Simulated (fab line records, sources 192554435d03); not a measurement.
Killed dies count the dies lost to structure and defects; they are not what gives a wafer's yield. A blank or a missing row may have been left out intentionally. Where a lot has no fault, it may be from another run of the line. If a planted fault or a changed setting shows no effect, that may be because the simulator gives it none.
Split-lot trial || flow n5_finfet || on a route of 1938 steps: 7 lots, 39 wafers read

THE SPLIT
At N5_DUMMY_GATE_ETCH_31 (etches SiO2 in C4F6/O2, target depth 82.5 nm, time 27.5 s), the setting target_depth_a was moved away from the recipe's 825 angstrom on 15 of the 39 wafers read, by -11.7% to +11.6%. This setting was run at the recipe's value on the other wafers.

The reading is taken at the split's own step.

THE READING
SOC_of_DUMMY_GATE_COAT_34.thk_nm (the simulator's own value, which no gauge read), in nm, at N5_DUMMY_GATE_ETCH_31 (etches SiO2 in C4F6/O2, target depth 82.5 nm, time 27.5 s). No usual value for it is given in the file. Here, 24 wafers ran the recipe; their average is 51.8 nm with a standard deviation of 0.16 nm.

{"wafer": "L083.1", "tool, chamber at the split": "rie_diel-04, 0", "target_depth_a as run, angstrom": 897.1, "against the recipe": "+8.7%", "SOC_of_DUMMY_GATE_COAT_34.thk_nm, nm": 51.6, "against lot-mates on the recipe": -0.3}
{"wafer": "L083.2", "tool, chamber at the split": "rie_diel-04, 2", "target_depth_a as run, angstrom": 825, "against the recipe": "recipe", "SOC_of_DUMMY_GATE_COAT_34.thk_nm, nm": 52, "against lot-mates on the recipe": "-"}
{"wafer": "L083.3", "tool, chamber at the split": "rie_diel-04, 1", "target_depth_a as run, angstrom": 897.1, "against the recipe": "+8.7%", "SOC_of_DUMMY_GATE_COAT_34.thk_nm, nm": 51.8, "against lot-mates on the recipe": -0.1}
{"wafer": "L083.4", "tool, chamber at the split": "rie_diel-04, 3", "target_depth_a as run, angstrom": 897.1, "against the recipe": "+8.7%", "SOC_of_DUMMY_GATE_COAT_34.thk_nm, nm": 51.4, "against lot-mates on the recipe": -0.5}
{"wafer": "L083.5", "tool, chamber at the split": "rie_diel-04, 2", "target_depth_a as run, angstrom": 825, "against the recipe": "recipe", "SOC_of_DUMMY_GATE_COAT_34.thk_nm, nm": 52, "against lot-mates on the recipe": "-"}
{"wafer": "L083.6", "tool, chamber at the split": "rie_diel-04, 3", "target_depth_a as run, angstrom": 825, "against the recipe": "recipe", "SOC_of_DUMMY_GATE_COAT_34.thk_nm, nm": 51.8, "against lot-mates on the recipe": "-"}
{"wafer": "L085.1", "tool, chamber at the split": "rie_diel-06, 1", "target_depth_a as run, angstrom": 825, "against the recipe": "recipe", "SOC_of_DUMMY_GATE_COAT_34.thk_nm, nm": 51.8, "against lot-mates on the recipe": "-"}
{"wafer": "L085.2", "tool, chamber at the split": "rie_diel-06, 0", "target_depth_a as run, angstrom": 825, "against the recipe": "recipe", "SOC_of_DUMMY_GATE_COAT_34.thk_nm, nm": 51.8, "against lot-mates on the recipe": "-"}
{"wafer": "L085.3", "tool, chamber at the split": "rie_diel-06, 2", "target_depth_a as run, angstrom": 796.1, "against the recipe": "-3.5%", "SOC_of_DUMMY_GATE_COAT_34.thk_nm, nm": 52.2, "against lot-mates on the recipe": "+0.4"}
{"wafer": "L085.4", "tool, chamber at the split": "rie_diel-06, 3", "target_depth_a as run, angstrom": 796.1, "against the recipe": "-3.5%", "SOC_of_DUMMY_GATE_COAT_34.thk_nm, nm": 52.2, "against lot-mates on the recipe": "+0.4"}
{"wafer": "L085.5", "tool, chamber at the split": "rie_diel-06, 0", "target_depth_a as run, angstrom": 825, "against the recipe": "recipe", "SOC_of_DUMMY_GATE_COAT_34.thk_nm, nm": 51.8, "against lot-mates on the recipe": "-"}
{"wafer": "L085.6", "tool, chamber at the split": "rie_diel-06, 1", "target_depth_a as run, angstrom": 796.1, "against the recipe": "-3.5%", "SOC_of_DUMMY_GATE_COAT_34.thk_nm, nm": 52.2, "against lot-mates on the recipe": "+0.4"}
{"wafer": "L088.1", "tool, chamber at the split": "rie_diel-03, 3", "target_depth_a as run, angstrom": 728.5, "against the recipe": "-11.7%", "SOC_of_DUMMY_GATE_COAT_34.thk_nm, nm": 52.6, "against lot-mates on the recipe": "+1.0"}
{"wafer": "L088.2", "tool, chamber at the split": "rie_diel-03, 1", "target_depth_a as run, angstrom": 728.5, "against the recipe": "-11.7%", "SOC_of_DUMMY_GATE_COAT_34.thk_nm, nm": 52.6, "against lot-mates on the recipe": "+1.0"}
{"wafer": "L088.3", "tool, chamber at the split": "rie_diel-03, 0", "target_depth_a as run, angstrom": 825, "against the recipe": "recipe", "SOC_of_DUMMY_GATE_COAT_34.thk_nm, nm": 51.6, "against lot-mates on the recipe": "-"}
{"wafer": "L088.4", "tool, chamber at the split": "rie_diel-03, 2", "target_depth_a as run, angstrom": 825, "against the recipe": "recipe", "SOC_of_DUMMY_GATE_COAT_34.thk_nm, nm": 51.6, "against lot-mates on the recipe": "-"}
{"wafer": "L088.5", "tool, chamber at the split": "rie_diel-03, 1", "target_depth_a as run, angstrom": 728.5, "against the recipe": "-11.7%", "SOC_of_DUMMY_GATE_COAT_34.thk_nm, nm": 52.6, "against lot-mates on the recipe": "+1.0"}
{"wafer": "L088.6", "tool, chamber at the split": "rie_diel-03, 0", "target_depth_a as run, angstrom": 825, "against the recipe": "recipe", "SOC_of_DUMMY_GATE_COAT_34.thk_nm, nm": 51.6, "against lot-mates on the recipe": "-"}
{"wafer": "L090.1", "tool, chamber at the split": "rie_diel-06, 2", "target_depth_a as run, angstrom": 920.7, "against the recipe": "+11.6%", "SOC_of_DUMMY_GATE_COAT_34.thk_nm, nm": 50.8, "against lot-mates on the recipe": -1.1}
{"wafer": "L090.2", "tool, chamber at the split": "rie_diel-06, 1", "target_depth_a as run, angstrom": 920.7, "against the recipe": "+11.6%", "SOC_of_DUMMY_GATE_COAT_34.thk_nm, nm": 51, "against lot-mates on the recipe": -0.9}
{"wafer": "L090.3", "tool, chamber at the split": "rie_diel-06, 0", "target_depth_a as run, angstrom": 825, "against the recipe": "recipe", "SOC_of_DUMMY_GATE_COAT_34.thk_nm, nm": 52, "against lot-mates on the recipe": "-"}
{"wafer": "L090.4", "tool, chamber at the split": "rie_diel-06, 2", "target_depth_a as run, angstrom": 825, "against the recipe": "recipe", "SOC_of_DUMMY_GATE_COAT_34.thk_nm, nm": 51.8, "against lot-mates on the recipe": "-"}
{"wafer": "L090.5", "tool, chamber at the split": "rie_diel-06, 0", "target_depth_a as run, angstrom": 825, "against the recipe": "recipe", "SOC_of_DUMMY_GATE_COAT_34.thk_nm, nm": 51.8, "against lot-mates on the recipe": "-"}
{"wafer": "L090.6", "tool, chamber at the split": "rie_diel-06, 1", "target_depth_a as run, angstrom": 920.7, "against the recipe": "+11.6%", "SOC_of_DUMMY_GATE_COAT_34.thk_nm, nm": 51.2, "against lot-mates on the recipe": -0.7}
{"wafer": "L091.1", "tool, chamber at the split": "rie_diel-04, 3", "target_depth_a as run, angstrom": 825, "against the recipe": "recipe", "SOC_of_DUMMY_GATE_COAT_34.thk_nm, nm": 51.8, "against lot-mates on the recipe": "-"}
{"wafer": "L091.4", "tool, chamber at the split": "rie_diel-04, 0", "target_depth_a as run, angstrom": 825, "against the recipe": "recipe", "SOC_of_DUMMY_GATE_COAT_34.thk_nm, nm": 52, "against lot-mates on the recipe": "-"}
{"wafer": "L091.5", "tool, chamber at the split": "rie_diel-04, 1", "target_depth_a as run, angstrom": 825, "against the recipe": "recipe", "SOC_of_DUMMY_GATE_COAT_34.thk_nm, nm": 52, "against lot-mates on the recipe": "-"}
{"wafer": "L092.1", "tool, chamber at the split": "rie_diel-03, 2", "target_depth_a as run, angstrom": 825, "against the recipe": "recipe", "SOC_of_DUMMY_GATE_COAT_34.thk_nm, nm": 51.6, "against lot-mates on the recipe": "-"}
{"wafer": "L092.2", "tool, chamber at the split": "rie_diel-03, 3", "target_depth_a as run, angstrom": 825, "against the recipe": "recipe", "SOC_of_DUMMY_GATE_COAT_34.thk_nm, nm": 51.8, "against lot-mates on the recipe": "-"}
{"wafer": "L092.3", "tool, chamber at the split": "rie_diel-03, 1", "target_depth_a as run, angstrom": 825, "against the recipe": "recipe", "SOC_of_DUMMY_GATE_COAT_34.thk_nm, nm": 51.8, "against lot-mates on the recipe": "-"}
{"wafer": "L092.4", "tool, chamber at the split": "rie_diel-03, 0", "target_depth_a as run, angstrom": 825, "against the recipe": "recipe", "SOC_of_DUMMY_GATE_COAT_34.thk_nm, nm": 51.4, "against lot-mates on the recipe": "-"}
{"wafer": "L092.5", "tool, chamber at the split": "rie_diel-03, 1", "target_depth_a as run, angstrom": 825, "against the recipe": "recipe", "SOC_of_DUMMY_GATE_COAT_34.thk_nm, nm": 51.8, "against lot-mates on the recipe": "-"}
{"wafer": "L092.6", "tool, chamber at the split": "rie_diel-03, 0", "target_depth_a as run, angstrom": 825, "against the recipe": "recipe", "SOC_of_DUMMY_GATE_COAT_34.thk_nm, nm": 51.8, "against lot-mates on the recipe": "-"}
{"wafer": "L096.1", "tool, chamber at the split": "rie_diel-03, 2", "target_depth_a as run, angstrom": 902.5, "against the recipe": "+9.4%", "SOC_of_DUMMY_GATE_COAT_34.thk_nm, nm": 50.8, "against lot-mates on the recipe": -1.1}
{"wafer": "L096.2", "tool, chamber at the split": "rie_diel-03, 0", "target_depth_a as run, angstrom": 902.5, "against the recipe": "+9.4%", "SOC_of_DUMMY_GATE_COAT_34.thk_nm, nm": 50.8, "against lot-mates on the recipe": -1.1}
{"wafer": "L096.3", "tool, chamber at the split": "rie_diel-03, 3", "target_depth_a as run, angstrom": 825, "against the recipe": "recipe", "SOC_of_DUMMY_GATE_COAT_34.thk_nm, nm": 52, "against lot-mates on the recipe": "-"}
{"wafer": "L096.4", "tool, chamber at the split": "rie_diel-03, 1", "target_depth_a as run, angstrom": 825, "against the recipe": "recipe", "SOC_of_DUMMY_GATE_COAT_34.thk_nm, nm": 52, "against lot-mates on the recipe": "-"}
{"wafer": "L096.5", "tool, chamber at the split": "rie_diel-03, 1", "target_depth_a as run, angstrom": 902.5, "against the recipe": "+9.4%", "SOC_of_DUMMY_GATE_COAT_34.thk_nm, nm": 51.2, "against lot-mates on the recipe": -0.7}
{"wafer": "L096.6", "tool, chamber at the split": "rie_diel-03, 0", "target_depth_a as run, angstrom": 825, "against the recipe": "recipe", "SOC_of_DUMMY_GATE_COAT_34.thk_nm, nm": 51.8, "against lot-mates on the recipe": "-"}

THE FIT
A straight line over all 39 wafers: SOC_of_DUMMY_GATE_COAT_34.thk_nm changes by -0.0677 nm for each +1% of target_depth_a; r = -0.89; the points scatter about the line by 0.2 nm.
The same after taking each lot's own level away (the mean of its wafers on the recipe; 39 wafers): -0.08 nm for each +1%; r = -0.94; scatter 0.18 nm.
The reading moves by 0.94 nm for the largest change in target_depth_a, on that fit.
From 51.60 to 51.93 nm: that is the span of the lots' own levels, equal to 2.1 times the standard deviation above.
In other words, the slope is changed by the lot-to-lot level; the two fits disagree.
Check: with one of the wafers moved furthest among these (-11.7%) left out of the fit, the line predicts +0.957 nm for it against its lot-mates. Against them it came out at +1 nm.

THESE WAFERS: OTHER SPLITS
Other splits were also applied to these wafers ahead of the reading. Each is held against what the fit with the lots' levels taken away leaves over:
{"other split on the same wafers": "N5_FIN_SAQP_HM_DEP_72 time_s", "wafers away from the commonest value": 18, "r with SOC_of_DUMMY_GATE_COAT_34.thk_nm (lot level and that fit taken away)": "+0.02"}

THE WHOLE CHAIN: every reading that the file lists as answering this split, in the file's order
{"step": "N5_DUMMY_GATE_ETCH_31", "what it does": "etches SiO2 in C4F6/O2, target depth 82.5 nm, time 27.5 s", "reading": "etch.depth_nm (the simulator's own value, which no gauge read)", "change (the file's fit)": "+0.862 nm for each +1% of the setting", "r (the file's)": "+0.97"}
{"step": "N5_DUMMY_GATE_ETCH_31", "what it does": "etches SiO2 in C4F6/O2, target depth 82.5 nm, time 27.5 s", "reading": "SOC_of_DUMMY_GATE_COAT_34.thk_nm (the simulator's own value, which no gauge read)", "change (the file's fit)": "-0.0791 nm for each +1% of the setting", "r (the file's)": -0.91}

FILE'S OWN FIT
SOC_of_DUMMY_GATE_COAT_34.thk_nm changes by -0.0791 nm for each +1% of target_depth_a, r = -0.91.
